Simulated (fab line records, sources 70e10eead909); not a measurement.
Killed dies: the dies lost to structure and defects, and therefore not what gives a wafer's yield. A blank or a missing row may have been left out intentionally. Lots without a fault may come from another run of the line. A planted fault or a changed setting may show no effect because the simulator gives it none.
Matching of chambers -- flow nand_harc -- 4 sister chambers for NHARC_A_CHANNEL_FILL_D2_ALD_02 on ald_hk-02
The step deposits SiO2, target thk 6 nm, pulse time 10 s, ald cycles 60. 8 wafers are shown with their chamber, then 9 later ones without.

== WAFERS, EACH WITH ITS CHAMBER ==
wafer,chamber,heater_power_w (W),precursor_pulse_height_rel
L079.2,2,472,1.020
L079.5,3,490,1.006
L087.2,1,467,0.984
L087.3,3,484,0.997
L087.6,0,369,0.980
L089.1,0,372,0.999
L089.2,2,485,0.982
L089.4,1,464,0.997

== WAFERS WITHOUT THEIR CHAMBER ==
wafer,heater_power_w (W),precursor_pulse_height_rel
L089.3,473,0.989
L089.5,473,1.039
L089.6,487,0.976
L088.3,465,1.006
L088.4,475,0.997
L088.6,485,1.016
L097.2,400,1.003
L097.3,463,0.996
L097.4,454,0.999

== THE CHAMBER EACH PASSED THROUGH ==
wafer,from the rows above,in truth
L089.3,can't be placed: 2 or 1 or 3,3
L089.5,can't be placed: 2 or 1 or 3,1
L089.6,can't be placed: 3 or 2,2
L088.3,can't be placed: 1 or 2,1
L088.4,can't be placed: 2 or 1 or 3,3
L088.6,can't be placed: 3 or 2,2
L097.2,0,0
L097.3,1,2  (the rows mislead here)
L097.4,1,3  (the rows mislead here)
Correctly placed: 1 of 9. Unplaceable from these rows: 6, with the true chamber sitting among the candidates in 6. Wrongly placed: 2.
How it was worked out, from the rows above alone: a wafer's distance from a chamber is the root of the sum, over the readings, of the square of ((its reading less the chamber's mean) divided by the reading's scatter). The wafer belongs to the nearest chamber; if the next one is less than 2 further off, it can't be placed. The mean given for a chamber averages the wafers shown for that chamber. The scatter: take each reading less its chamber's mean, square it, sum over the shown wafers, divide by the number of wafers less the number of chambers, and take the root.
